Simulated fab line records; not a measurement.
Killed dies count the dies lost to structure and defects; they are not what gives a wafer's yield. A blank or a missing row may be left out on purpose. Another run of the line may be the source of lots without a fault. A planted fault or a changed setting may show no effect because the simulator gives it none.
Matching of chambers | flow nand-harc | NHARC_P_BONDPAD_DEP_00 on pecvd-01 has 3 sister chambers
The step deposits SiCN, target thk 250 nm. 6 wafers are shown with their chamber, then 9 later ones without.

== WAFERS WITH THEIR CHAMBER ==
wafer  | chamber | heater-power-w (W)
L093.1 | 2       | 490
L093.3 | 1       | 562
L093.4 | 1       | 561
L095.3 | 0       | 564
L095.4 | 0       | 583
L095.5 | 2       | 513

== WAFERS WITHOUT THEIR CHAMBER ==
wafer  | heater-power-w (W)
L096.1 | 585
L096.4 | 600
L096.5 | 608
L097.1 | 516
L097.2 | 575
L097.3 | 567
L097.4 | 571
L097.5 | 539
L097.6 | 572

== EACH ONE'S CHAMBER ==
wafer  | from the rows above          | in truth
L096.1 | can't be placed: 0 or 1      | 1
L096.4 | can't be placed: 0 or 1      | 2
L096.5 | can't be placed: 0 or 1      | 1
L097.1 | 2                            | 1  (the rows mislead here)
L097.2 | can't be placed: 0 or 1      | 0
L097.3 | can't be placed: 1 or 0      | 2
L097.4 | can't be placed: 0 or 1      | 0
L097.5 | can't be placed: 1 or 0 or 2 | 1
L097.6 | can't be placed: 0 or 1      | 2
Correct placement for 0 of the 9. These rows do not allow placing 8 (true chamber among the candidates in 5). Wrongly placed: 1.
How it was worked out, from the rows above alone: a wafer's distance from a chamber is the root of the sum, over the readings, of the square of ((its reading less the chamber's mean) divided by the reading's scatter). If the next closest chamber is less than 2 further off than the closest, the wafer can't be placed; otherwise it belongs to the closest. For every chamber, the mean is computed from those of its wafers that are shown. The scatter: the root of (the sum of the squares of (reading less its chamber's mean) over the shown wafers, divided by (wafers less chambers)).
